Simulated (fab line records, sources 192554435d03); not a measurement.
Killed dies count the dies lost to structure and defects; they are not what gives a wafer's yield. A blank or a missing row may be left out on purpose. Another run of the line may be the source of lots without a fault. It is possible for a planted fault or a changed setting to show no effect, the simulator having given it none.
fab line records	flow n5-finfet
record: lots: 7	wafers: 21
route steps=1938 shown BEOL_M7@1273 BEOL_M8@1349 BEOL_M9@1440 BEOL_M10@1470
start-h: start of the lot's first displayed wafer, in hours after the record's first day	wait-h: hours since the lot's step before	" same as the row above	L1.1+2: a single row standing in for several wafers	- no value, or no start given	* or withheld: withheld	< > ~ a bound
route shown NAME@n: a module of which the file shows steps, and the number in the route of the first	usual: average and standard deviation across the fault-free wafers	same: alike in all rows	chamber/n: place in a boat	sites: each site's reading	_std_site: standard deviation of those values	_edge_site: outer sites' mean less inner sites'	radius-mm: how far each site lies from the wafer's centre	mask NAME#n: copy n	behind: tool/chamber where the wafer was last shaped	hold: what put the lot on hold/how long, in hours/how the hold closed	device: transistor that didn't switch, given as n, p or np	end of line: tests run on the same wafers once the route is complete	for a step that has no rows: nothing shown but its recipe	killed: at the first sort, the dies lost to defects and structure; wafer yield is something else	map: a wafer's dies, marking killed ones x, the rest . and places with no die _
set.NAME: the setting that was run; set.NAME@STEP: the one run at that earlier step	model.NAME: the simulator's own value behind a step, which no gauge read
lots with deliberately changed settings; one table per step, one row per wafer
== steps ==
step: N5_BEOL_M7_EXPOSE_08
recipe: mask-id: M7	na: 1.35	source-shape: dipole	sigma-inner: 0.817	sigma-outer: 0.97	polarization: te	dose-mj: 68.25
lot.wafer	tool	chamber	start-h	wait-h	mask	set.dose-mj
L075.1+2+5	arfi-scanner-02	0	204.32	-	M7#0	68.25
L074.2+4+5	arfi-scanner-02	0	206.13	-	M7#0	68.25
L079.1	arfi-scanner-01	0	219.56	-	M7#0	68.25
L079.2+4	"	0	"	"	M7#0	70.39
L088.1+2	arfi-scanner-01	0	275.91	-	M7#0	64.16
L088.6	"	0	"	"	M7#0	68.25
L091.1+5+6	arfi-scanner-02	0	307.09	-	M7#0	68.25
L093.2+5	arfi-scanner-03	0	307.58	-	M7#0	68.25
L093.3	"	0	"	"	M7#0	72.65
L094.1+2	arfi-scanner-02	0	317.77	-	M7#0	70.09
L094.5	"	0	"	"	M7#0	68.25
step: N5_BEOL_M7_PEB_09
recipe: peb-temp-c: withheld	peb-time-s: 60	resist: CAR-ArF
step: N5_BEOL_M7_DEVELOP_10
recipe: develop-time-s: 30	developer: TMAH	resist: CAR-ArF	rinse-liquid: diw	dry: air-spin	dev-temp-c: 23
step: N5_BEOL_M7_CD_MEAS_11
recipe: target-cd-nm: 38.5	landing-energy-ev: 500	detector: se-inlens	polarity: opening
usual: cd-nm: 38.3/0.4
lot.wafer	tool	chamber	start-h	wait-h	set.dose-mj@BEOL_M7_EXPOSE_08	cd-nm
L075.1	cd-sem-03	0	204.45	-	68.25	38.6
L075.2	"	0	"	"	68.25	38.0
L075.5	"	0	"	"	68.25	38.2
L074.2	cd-sem-01	0	206.25	-	68.25	39.2
L074.4	"	0	"	"	68.25	38.3
L074.5	"	0	"	"	68.25	38.1
L079.1	cd-sem-02	0	219.69	-	68.25	38.3
L079.2	"	0	"	"	70.39	39.6
L079.4	"	0	"	"	70.39	39.2
L088.1	cd-sem-02	0	276.04	-	64.16	34.8
L088.2	"	0	"	"	64.16	35.4
L088.6	"	0	"	"	68.25	37.8
L091.1	cd-sem-03	0	307.21	-	68.25	37.4
L091.5	"	0	"	"	68.25	38.3
L091.6	"	0	"	"	68.25	37.6
L093.2	cd-sem-03	0	307.70	-	68.25	37.9
L093.3	"	0	"	"	72.65	41.2
L093.5	"	0	"	"	68.25	37.6
L094.1	cd-sem-03	0	317.90	-	70.09	40.0
L094.2	"	0	"	"	70.09	39.5
L094.5	"	0	"	"	68.25	38.6
step: N5_BEOL_M7_DESCUM_16
recipe: chemistry: O2	time-s: 7.9	source-power-w: 50	bias-power-w: 20	pressure-mtorr: 20	rf-frequency-hz: 2.712e+07	temp-c: 40	resist: CAR-ArF	o2-flow-sccm: 225
step: N5_BEOL_M7_ETCH_61
recipe: chemistry: CF4	target: SiARC	target-depth-a: 455	mask-material: CAR-ArF	time-s: 75.8	ion-energy-ev: 80	pressure-mtorr: 40	source-w: 545	bias-w: 36	Ar_flow_sccm: 100	cf4-flow-sccm: 100	ends: cleared
usual: etch-rf-on-time-s: 75.6/1.4
lot.wafer	tool	chamber	start-h	wait-h	set.spin-rpm@BEOL_M7_COAT_60	set.dose-mj@BEOL_M7_EXPOSE_08	etch-rf-on-time-s	model.BEOL_M7.cd-offset-nm	model.etch.depth-nm	model.CAR-ArF_of_BEOL_M7_COAT_05.thk-nm
L075.1	rie-diel-02	2	204.70	0.0	1500	68.25	76.3	0.2	35.02	51
L075.2	"	0	"	"	1500	68.25	77.6	-0.2	35.06	51
L075.5	"	2	"	"	1500	68.25	76.1	0.2	35.09	50.6
L074.2	rie-diel-06	2	206.42	0.0	1626	68.25	72.2	0.2	33.77	52
L074.4	"	1	"	"	1500	68.25	77.1	-0.2	35.14	50.6
L074.5	"	3	"	"	1626	68.25	73.9	-0.6	33.7	52.2
L079.1	rie-diel-06	3	219.81	0.0	1643	68.25	73.4	-0.4	33.47	52
L079.2	"	2	"	"	1643	70.39	71.7	0.6	33.41	52
L079.4	"	0	"	"	1500	70.39	76.4	1.2	35.08	50.6
L088.1	rie-diel-02	0	278.05	0.0	1500	64.16	77.4	-3.6	34.86	50.8
L088.2	"	2	"	"	1347	64.16	79.5	-3	36.89	49
L088.6	"	2	"	"	1500	68.25	75.6	-0.8	34.99	50.6
L091.1	rie-diel-04	3	307.34	0.0	1500	68.25	75.8	-0.8	35.02	50.4
L091.5	"	1	"	"	1500	68.25	73.4	-0.8	34.94	51.4
L091.6	"	3	"	"	1500	68.25	75.2	-0.8	34.94	50.8
L093.2	rie-diel-04	1	307.82	0.0	1500	68.25	73.9	-0.2	35.11	50.8
L093.3	"	0	"	"	1340	72.65	79.9	3.2	37.18	48.6
L093.5	"	3	"	"	1340	68.25	79.7	-0.6	37.15	49
L094.1	rie-diel-06	0	318.13	0.0	1500	70.09	76.5	1.4	34.86	51
L094.2	"	1	"	"	1500	70.09	74.0	0.6	34.92	50.6
L094.5	"	1	"	"	1665	68.25	70.7	-0.2	33.21	52.4
step: N5_BEOL_M7_ETCH_62
recipe: chemistry: N2/H2	target: SOC	target-depth-a: 1100	overetch-a: 220	mask-material: SiARC	temp-c: 40	time-s: 165	ion-energy-ev: 200	pressure-mtorr: 30	source-w: 840	bias-w: 150	n2-flow-sccm: 200	h2-flow-sccm: 200
lot.wafer	tool	chamber	start-h	wait-h	set.spin-rpm@BEOL_M7_COAT_60	model.SiARC_of_BEOL_M7_COAT_60.thk-nm
L075.1+5	rie-diel-02	2	204.76	0.0	1500	28.4
L075.2	"	0	"	"	1500	28.6
L074.2+5	rie-diel-06	2,3	206.48	0.0	1626	27
L074.4	"	1	"	"	1500	28.4
L079.1	rie-diel-06	3	219.87	0.0	1643	26.8
L079.2	"	2	"	"	1643	26.6
L079.4	"	0	"	"	1500	28.4
L088.1+6	rie-diel-02	0,2	278.10	0.0	1500	28.4
L088.2	"	2	"	"	1347	30.4
L091.1+5+6	rie-diel-04	3,1,3	307.39	0.0	1500	28.2
L093.2	rie-diel-04	1	307.88	0.0	1500	28.2
L093.3	"	0	"	"	1340	30.6
L093.5	"	3	"	"	1340	30.4
L094.1	rie-diel-06	0	318.19	0.0	1500	28.2
L094.2	"	1	"	"	1500	27.8
L094.5	"	1	"	"	1665	26.2
step: N5_BEOL_M7_STRIP_68
recipe: chemistry: N2/H2	temp-c: 40	n2-flow-sccm: 200	h2-flow-sccm: 200	rf-frequency-hz: 6e+07
step: N5_BEOL_M7_STRIP_67
recipe: chemistry: CF4	resist: SiARC	power-w: 300	bias-power-w: 75	pressure-mtorr: 50	cf4-flow-sccm: 150	rf-frequency-hz: 6e+07
step: N5_BEOL_M7_HM_OPEN_17
recipe: chemistry: Cl2/BCl3	target-depth-a: 200	overetch-a: 60	target: TiN	mask-material: SOC	ion-energy-ev: 150	pressure-mtorr: 10	icp-w: 1000	bias-w: 126	Cl2_flow_sccm: 53.25	bcl3-flow-sccm: 21.75	Ar_flow_sccm: 25
step: N5_BEOL_M7_STRIP_19
recipe: chemistry: O2	power-w: 400	temp-c: 40	pressure-mtorr: 30	rf-frequency-hz: 6e+07	bias-power-w: 0	overash-fraction: 0.2	o2-flow-sccm: 225
step: N5_BEOL_M7_CD_MEAS_18
recipe: pitch-nm: 80	target-cd-nm: 40
usual: cd-nm: 39.7/0.41
lot.wafer	tool	chamber	start-h	wait-h	set.dose-mj@BEOL_M7_EXPOSE_08	cd-nm
L075.1	cd-sem-02	-	205.13	0.0	68.25	39.8
L075.2	"	-	"	"	68.25	39.8
L075.5	"	-	"	"	68.25	39.7
L074.2	cd-sem-03	-	206.91	0.1	68.25	40.4
L074.4	"	-	"	"	68.25	39.6
L074.5	"	-	"	"	68.25	39.1
L079.1	cd-sem-02	-	220.29	0.0	68.25	39.5
L079.2	"	-	"	"	70.39	40.2
L079.4	"	-	"	"	70.39	40.9
L088.1	cd-sem-02	-	278.71	0.0	64.16	36.3
L088.2	"	-	"	"	64.16	36.5
L088.6	"	-	"	"	68.25	39.0
L091.1	cd-sem-01	-	307.76	0.0	68.25	39.0
L091.5	"	-	"	"	68.25	39.4
L091.6	"	-	"	"	68.25	39.5
L093.2	cd-sem-03	-	308.25	0.1	68.25	39.6
L093.3	"	-	"	"	72.65	43.1
L093.5	"	-	"	"	68.25	39.2
L094.1	cd-sem-02	-	318.80	0.0	70.09	41.3
L094.2	"	-	"	"	70.09	41.1
L094.5	"	-	"	"	68.25	39.9
step: N5_BEOL_M7_DESCUM_33
recipe: chemistry: O2	time-s: 7	source-power-w: 50	bias-power-w: 20	pressure-mtorr: 20	rf-frequency-hz: 2.712e+07	temp-c: 40	resist: CAR-EUV	o2-flow-sccm: 225
lot.wafer	tool	chamber	start-h	wait-h	set.time-s	model.CAR-EUV_of_BEOL_M7_COAT_22.thk-nm
L075.1+2+5	rie-diel-06	2,3,1	205.56	0.0	7	26
L074.2+5	rie-diel-06	1,3	209.06	0.2	7	26
L074.4	"	3	"	"	8.557	25.4
L079.1+4	rie-diel-02	0	220.96	0.0	7	26
L079.2	"	2	"	"	5.599	26.8
L088.1+2+6	rie-diel-02	0,2,3	280.97	1.8	7	26
L091.1	rie-diel-06	2	308.52	0.0	7.571	26
L091.5+6	"	3,0	"	"	7	26.2
L093.2	rie-diel-06	0	310.14	0.0	8.033	25.4
L093.3	"	3	"	"	7	26
L093.5	"	2	"	"	8.033	25.6
L094.1	rie-diel-02	3	319.35	0.0	7	26.2
L094.2	"	0	"	"	7.578	26
L094.5	"	0	"	"	7.578	25.8
step: N5_BEOL_M7_ETCH_72
recipe: chemistry: N2/H2	target: underlayer	target-depth-a: 65	mask-material: CAR-EUV	time-s: 5.2	ion-energy-ev: 200	pressure-mtorr: 30	source-w: 840	bias-w: 150	n2-flow-sccm: 200	h2-flow-sccm: 200	ends: cleared
lot.wafer	tool	chamber	start-h	wait-h	set.time-s@BEOL_M7_DESCUM_33	model.CAR-EUV_of_BEOL_M7_COAT_22.thk-nm
L075.1+2	rie-diel-06	2,3	205.59	0.0	7	20.4
L075.5	"	1	"	"	7	20.2
L074.2+5	rie-diel-06	1,3	209.10	0.0	7	20.4
L074.4	"	3	"	"	8.557	19.6
L079.1+4	rie-diel-02	0	220.99	0.0	7	20.4
L079.2	"	2	"	"	5.599	21
L088.1+2	rie-diel-02	0,2	281.00	0.0	7	20.4
L088.6	"	3	"	"	7	20.2
L091.1	rie-diel-06	2	308.55	0.0	7.571	20.2
L091.5+6	"	3,0	"	"	7	20.4
L093.2+5	rie-diel-06	0,2	310.18	0.0	8.033	19.8
L093.3	"	3	"	"	7	20.4
L094.1	rie-diel-02	3	319.39	0.0	7	20.4
L094.2	"	0	"	"	7.578	20.2
L094.5	"	0	"	"	7.578	20
step: N5_BEOL_M7_ETCH_65
recipe: chemistry: CF4	target: SiARC	target-depth-a: 156	mask-material: CAR-EUV	time-s: 26	ion-energy-ev: 80	pressure-mtorr: 40	source-w: 545	bias-w: 36	Ar_flow_sccm: 100	cf4-flow-sccm: 100	ends: cleared
lot.wafer	tool	chamber	start-h	wait-h	set.time-s@BEOL_M7_DESCUM_33	model.CAR-EUV_of_BEOL_M7_COAT_22.thk-nm
L075.1+2+5	rie-diel-06	2,3,1	205.61	0.0	7	11.2
L074.2+5	rie-diel-06	1,3	209.12	0.0	7	11.2
L074.4	"	3	"	"	8.557	10.4
L079.1	rie-diel-02	0	221.01	0.0	7	11.2
L079.2	"	2	"	"	5.599	11.8
L079.4	"	0	"	"	7	11
L088.1+2	rie-diel-02	0,2	281.02	0.0	7	11.2
L088.6	"	3	"	"	7	11
L091.1	rie-diel-06	2	308.57	0.0	7.571	11
L091.5+6	"	3,0	"	"	7	11.2
L093.2	rie-diel-06	0	310.19	0.0	8.033	10.4
L093.3	"	3	"	"	7	11.2
L093.5	"	2	"	"	8.033	10.6
L094.1	rie-diel-02	3	319.41	0.0	7	11.2
L094.2	"	0	"	"	7.578	11
L094.5	"	0	"	"	7.578	10.8
step: N5_BEOL_M7_TRENCH_ETCH_37
recipe: chemistry: C4F6/O2	target-depth-a: 934.78	target: SiCOH_lowk	time-s: 31.2	ion-energy-ev: 250	pressure-mtorr: 30	source-w: 345	bias-w: 185	Ar_flow_sccm: 300	C4F6_flow_sccm: 10	O2_flow_sccm: 10
usual: rf-vpp-V: 667/5.4
lot.wafer	tool	chamber	start-h	wait-h	set.source-w	rf-vpp-V
L075.1	rie-diel-06	2	-	-	345	672
L075.2	"	3	"	"	345	674
L075.5	"	1	"	"	345	678
L074.2	rie-diel-06	1	-	-	345	678
L074.4	"	3	"	"	345	672
L074.5	"	3	"	"	345	673
L079.1	rie-diel-02	0	-	-	378.1	636
L079.2	"	2	"	"	378.1	631
L079.4	"	0	"	"	345	668
L088.1	rie-diel-02	0	-	-	363.7	649
L088.2	"	2	"	"	345	661
L088.6	"	3	"	"	345	661
L091.1	rie-diel-06	2	-	-	345	673
L091.5	"	3	"	"	307.1	713
L091.6	"	0	"	"	307.1	711
L093.2	rie-diel-06	0	-	-	345	670
L093.3	"	3	"	"	345	672
L093.5	"	2	"	"	345	674
L094.1	rie-diel-02	3	-	-	345	659
L094.2	"	0	"	"	345	667
L094.5	"	0	"	"	328.7	682
step: N5_BEOL_M7_ETCH_41
recipe: chemistry: CH3F/O2	target: SiCN	target-depth-a: 319	taper-deg: 2	time-s: 57.8	ion-energy-ev: 120	mask-material: TiN	pressure-mtorr: 30	source-w: 395	bias-w: 75	Ar_flow_sccm: 150	CH3F_flow_sccm: 30	O2_flow_sccm: 20
step: N5_BEOL_M7_STRIP_80
recipe: chemistry: N2/H2	time-s: 10	power-w: 450	temp-c: 40	pressure-mtorr: 20	rf-frequency-hz: 6e+07	bias-power-w: 7	n2-flow-sccm: 200	h2-flow-sccm: 200
step: N5_BEOL_M7_PRECLEAN_42
recipe: chemistry: residue-remover	time-s: 60	temp-c: 40
step: N5_BEOL_M7_SRD_43
recipe: time-s: 30	temp-c: 23	rinse-liquid: diw	dry: ipa-marangoni
step: N5_BEOL_M7_CD_MEAS_35
recipe: target-cd-nm: 40	polarity: opening
usual: cd-nm: 39.6/0.47
lot.wafer	tool	chamber	start-h	wait-h	set.dose-mj@BEOL_M7_EXPOSE_08	cd-nm
L075.1	cd-sem-03	-	206.14	0.0	68.25	40.7
L075.2	"	-	"	"	68.25	39.9
L075.5	"	-	"	"	68.25	39.8
L074.2	cd-sem-01	-	209.65	0.0	68.25	40.1
L074.4	"	-	"	"	68.25	39.5
L074.5	"	-	"	"	68.25	39.1
L079.1	cd-sem-01	-	221.54	0.0	68.25	39.0
L079.2	"	-	"	"	70.39	40.1
L079.4	"	-	"	"	70.39	41.2
L088.1	cd-sem-03	-	281.55	0.0	64.16	36.0
L088.2	"	-	"	"	64.16	36.6
L088.6	"	-	"	"	68.25	39.2
L091.1	cd-sem-01	-	309.10	0.0	68.25	39.3
L091.5	"	-	"	"	68.25	39.2
L091.6	"	-	"	"	68.25	39.2
L093.2	cd-sem-01	-	310.74	0.0	68.25	40.0
L093.3	"	-	"	"	72.65	43.3
L093.5	"	-	"	"	68.25	39.1
L094.1	cd-sem-01	-	319.94	0.0	70.09	41.4
L094.2	"	-	"	"	70.09	40.5
L094.5	"	-	"	"	68.25	39.5
step: N5_BEOL_M8_ETCH_61
recipe: chemistry: CF4	target: SiARC	target-depth-a: 455	mask-material: CAR-ArF	time-s: 75.8	ion-energy-ev: 80	pressure-mtorr: 40	source-w: 545	bias-w: 36	Ar_flow_sccm: 100	cf4-flow-sccm: 100	ends: cleared
usual: rf-vpp-V: 184.1/1.2
lot.wafer	tool	chamber	start-h	wait-h	set.bias-w	rf-vpp-V
L075.1	rie-diel-05	0	212.81	0.0	36	184.4
L075.2	"	2	"	"	36	183.4
L075.5	"	0	"	"	36	183.6
L074.2	rie-diel-01	3	214.28	0.0	34.19	180.3
L074.4	"	1	"	"	34.19	175.6
L074.5	"	0	"	"	34.19	176.6
L079.1	rie-diel-05	2	227.15	0.0	33.34	175.3
L079.2	"	3	"	"	33.34	175.1
L079.4	"	0	"	"	36	183.7
L088.1	rie-diel-05	0	286.12	0.0	36	184.6
L088.2	"	2	"	"	36	184.9
L088.6	"	3	"	"	36	184.7
L091.1	rie-diel-01	2	313.96	0.0	38.04	191.4
L091.5	"	3	"	"	38.04	191.6
L091.6	"	2	"	"	36	185.8
L093.2	rie-diel-03	2	314.51	0.0	36	185.8
L093.3	"	3	"	"	36	183.8
L093.5	"	2	"	"	41.59	201.3
L094.1	rie-diel-01	3	327.29	0.0	36	185.1
L094.2	"	2	"	"	36	184.9
L094.5	"	2	"	"	36	184.8
step: N5_BEOL_M9_ETCH_66
recipe: chemistry: N2/H2	target: SOC	target-depth-a: 800	overetch-a: 160	mask-material: SiARC	temp-c: 40	time-s: 120	ion-energy-ev: 200	pressure-mtorr: 30	source-w: 840	bias-w: 150	n2-flow-sccm: 200	h2-flow-sccm: 200
lot.wafer	tool	chamber	start-h	wait-h	set.time-s	model.SiARC_of_BEOL_M9_COAT_64.thk-nm
L075.1+5	rie-diel-04	0	221.46	0.0	120	6.4
L075.2	"	2	"	"	120	6.2
L074.2	rie-diel-02	2	225.74	0.0	120	6.4
L074.4	"	1	"	"	141.4	5.4
L074.5	"	2	"	"	141.4	5.6
L079.1	rie-diel-02	2	237.32	0.0	96.73	7.6
L079.2+4	"	1,2	"	"	120	6.4
L088.1	rie-diel-06	0	297.81	0.0	120	6.4
L088.2	"	1	"	"	120	6.2
L088.6	"	3	"	"	120	6.6
L091.1	rie-diel-06	3	322.79	0.0	120	6.4
L091.5	"	1	"	"	111.3	6.6
L091.6	"	0	"	"	111.3	6.8
L093.2	rie-diel-02	0	335.71	0.0	120	6.6
L093.3	"	1	"	"	113.1	6.6
L093.5	"	0	"	"	113.1	6.8
L094.1	rie-diel-04	3	335.72	0.0	136.9	5.8
L094.2	"	0	"	"	120	6.6
L094.5	"	0	"	"	120	6.4
step: N5_BEOL_M9_TRENCH_ETCH_37
recipe: chemistry: C4F6/O2	target-depth-a: 1514.3	target: SiCOH_lowk	time-s: 49	ion-energy-ev: 250	pressure-mtorr: 30	source-w: 345	bias-w: 185	Ar_flow_sccm: 300	C4F6_flow_sccm: 10	O2_flow_sccm: 10
usual: rf-vpp-V: 668/5.4
lot.wafer	tool	chamber	start-h	wait-h	set.bias-w	rf-vpp-V
L075.1	rie-diel-04	0	-	-	185	667
L075.2	"	2	"	"	185	672
L075.5	"	0	"	"	185	667
L074.2	rie-diel-02	2	-	-	166.2	606
L074.4	"	1	"	"	166.2	613
L074.5	"	2	"	"	185	661
L079.1	rie-diel-02	2	-	-	169.7	618
L079.2	"	1	"	"	185	669
L079.4	"	2	"	"	185	661
L088.1	rie-diel-06	0	-	-	185	672
L088.2	"	1	"	"	176.2	653
L088.6	"	3	"	"	176.2	647
L091.1	rie-diel-06	3	-	-	185	671
L091.5	"	1	"	"	185	677
L091.6	"	0	"	"	198.7	709
L093.2	rie-diel-02	0	-	-	216.1	753
L093.3	"	1	"	"	216.1	755
L093.5	"	0	"	"	216.1	751
L094.1	rie-diel-04	3	-	-	185	658
L094.2	"	0	"	"	185	666
L094.5	"	0	"	"	185	666
step: N5_BEOL_M10_ILD_DEP_00
recipe: material: SiCOH_lowk	target-thk-a: 3085.1	temp-c: 300	precursor: DEMS/porogen	pressure-torr: 5	rf-w: 500	time-s: 58
lot.wafer	tool	chamber	start-h	wait-h	set.time-s	model.SiCOH_lowk_of_BEOL_M10_ILD_DEP_00.thk-nm
L075.1	pecvd-01	1	224.80	0.0	58	306
L075.2	"	2	"	"	58	307.8
L075.5	"	2	"	"	58	310
L074.2	pecvd-03	1	228.76	0.0	58	302.6
L074.4	"	0	"	"	62.78	334.2
L074.5	"	1	"	"	58	307.6
L079.1+2	pecvd-01	1,2	240.18	0.0	58	309.2
L079.4	"	0	"	"	58	312
L088.1	pecvd-02	0	300.98	0.0	65.93	348.2
L088.2	"	2	"	"	65.93	350.4
L088.6	"	2	"	"	58	313.2
L091.1	pecvd-03	1	327.16	0.0	58	309.8
L091.5	"	0	"	"	58	311.2
L091.6	"	2	"	"	58	310
L093.2	pecvd-01	2	338.84	0.0	58	304
L093.3	"	1	"	"	58	307.6
L093.5	"	2	"	"	51.23	271.2
L094.1	pecvd-02	1	338.91	0.0	58	309.4
L094.2	"	0	"	"	49.47	265.4
L094.5	"	0	"	"	58	315
step: N5_BEOL_M10_CURE_71
recipe: temp-c: 385	time-s: 240	ambient: He/Ar	material: SiCOH_lowk
lot.wafer	tool	chamber	start-h	wait-h	set.time-s@BEOL_M10_ILD_DEP_00	model.SiCOH_lowk_of_BEOL_M10_ILD_DEP_00.thk-nm
L075.1	uv-cure-01	0	224.88	0.0	58	265.8
L075.2	"	0	"	"	58	267.4
L075.5	"	0	"	"	58	269.2
L074.2	uv-cure-01	1	229.00	0.2	58	262.8
L074.4	"	1	"	"	62.78	290.8
L074.5	"	1	"	"	58	267.2
L079.1+2	uv-cure-03	1	240.25	0.0	58	268.6
L079.4	"	1	"	"	58	271
L088.1	uv-cure-01	1	301.06	0.0	65.93	303.2
L088.2	"	1	"	"	65.93	305.2
L088.6	"	1	"	"	58	272
L091.1	uv-cure-03	2	327.24	0.0	58	269.2
L091.5	"	2	"	"	58	270.4
L091.6	"	2	"	"	58	269.4
L094.1	uv-cure-02	0	338.99	0.0	58	268.8
L094.2	"	0	"	"	49.47	230
L094.5	"	0	"	"	58	273.8
L093.2	uv-cure-03	2	339.00	0.1	58	264
L093.3	"	2	"	"	58	267.2
L093.5	"	2	"	"	51.23	235
step: N5_BEOL_M10_THK_MEAS_01
recipe: reads: SiCOH_lowk_of_BEOL_M10_ILD_DEP_00
usual: M10_ILD_THK: 269/3.2
lot.wafer	tool	chamber	start-h	wait-h	set.time-s@BEOL_M10_ILD_DEP_00	M10_ILD_THK[nm]
L075.1	film-metro-02	-	225.87	0.8	58	266
L075.2	"	-	"	"	58	267
L075.5	"	-	"	"	58	269
L074.2	film-metro-01	-	229.83	0.7	58	263
L074.4	"	-	"	"	62.78	290
L074.5	"	-	"	"	58	267
L079.1	film-metro-01	-	240.77	0.4	58	269
L079.2	"	-	"	"	58	269
L079.4	"	-	"	"	58	271
L088.1	film-metro-01	-	301.57	0.4	65.93	303
L088.2	"	-	"	"	65.93	305
L088.6	"	-	"	"	58	272
L091.1	film-metro-02	-	327.75	0.4	58	269
L091.5	"	-	"	"	58	270
L091.6	"	-	"	"	58	269
L093.2	film-metro-02	-	339.43	0.4	58	264
L093.3	"	-	"	"	58	267
L093.5	"	-	"	"	51.23	235
L094.1	film-metro-01	-	339.50	0.4	58	269
L094.2	"	-	"	"	49.47	230
L094.5	"	-	"	"	58	274
== key ==
split: step: N5_BEOL_M7_EXPOSE_08	setting: dose-mj	stated: 68.25	by: wafer
response: step: N5_BEOL_M7_CD_MEAS_11	reading: cd-nm	change: +0.473	per: 1%	r: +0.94
response: step: N5_BEOL_M7_ETCH_61	reading: model.BEOL_M7.cd-offset-nm	change: +0.481	per: 1%	r: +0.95
response: step: N5_BEOL_M7_CD_MEAS_18	reading: cd-nm	change: +0.486	per: 1%	r: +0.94
response: step: N5_BEOL_M7_CD_MEAS_35	reading: cd-nm	change: +0.541	per: 1%	r: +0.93
split: step: N5_BEOL_M7_DESCUM_33	setting: time-s	stated: 7	by: wafer
response: step: N5_BEOL_M7_DESCUM_33	reading: model.CAR-EUV_of_BEOL_M7_COAT_22.thk-nm	change: -0.0327	per: 1%	r: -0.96
response: step: N5_BEOL_M7_ETCH_72	reading: model.CAR-EUV_of_BEOL_M7_COAT_22.thk-nm	change: -0.0343	per: 1%	r: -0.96
response: step: N5_BEOL_M7_ETCH_65	reading: model.CAR-EUV_of_BEOL_M7_COAT_22.thk-nm	change: -0.0371	per: 1%	r: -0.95
split: step: N5_BEOL_M7_TRENCH_ETCH_37	setting: source-w	stated: 345	by: wafer
response: step: N5_BEOL_M7_TRENCH_ETCH_37	reading: rf-vpp-V	change: -3.43	per: 1%	r: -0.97
split: step: N5_BEOL_M8_ETCH_61	setting: bias-w	stated: 36	by: wafer
response: step: N5_BEOL_M8_ETCH_61	reading: rf-vpp-V	change: +1.07	per: 1%	r: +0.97
split: step: N5_BEOL_M9_ETCH_66	setting: time-s	stated: 120	by: wafer
response: step: N5_BEOL_M9_ETCH_66	reading: model.SiARC_of_BEOL_M9_COAT_64.thk-nm	change: -0.0531	per: 1%	r: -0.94
split: step: N5_BEOL_M9_TRENCH_ETCH_37	setting: bias-w	stated: 185	by: wafer
response: step: N5_BEOL_M9_TRENCH_ETCH_37	reading: rf-vpp-V	change: +5.09	per: 1%	r: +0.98
split: step: N5_BEOL_M10_ILD_DEP_00	setting: time-s	stated: 58	by: wafer
response: step: N5_BEOL_M10_ILD_DEP_00	reading: model.SiCOH_lowk_of_BEOL_M10_ILD_DEP_00.thk-nm	change: +3.01	per: 1%	r: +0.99
response: step: N5_BEOL_M10_CURE_71	reading: model.SiCOH_lowk_of_BEOL_M10_ILD_DEP_00.thk-nm	change: +2.66	per: 1%	r: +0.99
response: step: N5_BEOL_M10_THK_MEAS_01	reading: M10_ILD_THK	change: +2.65	per: 1%	r: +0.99
split outside-this-file step=N5_BEOL_M7_COAT_60 setting=spin-rpm
split outside-this-file: this setting was split too, and the file shows its column; the key of that split is in another file
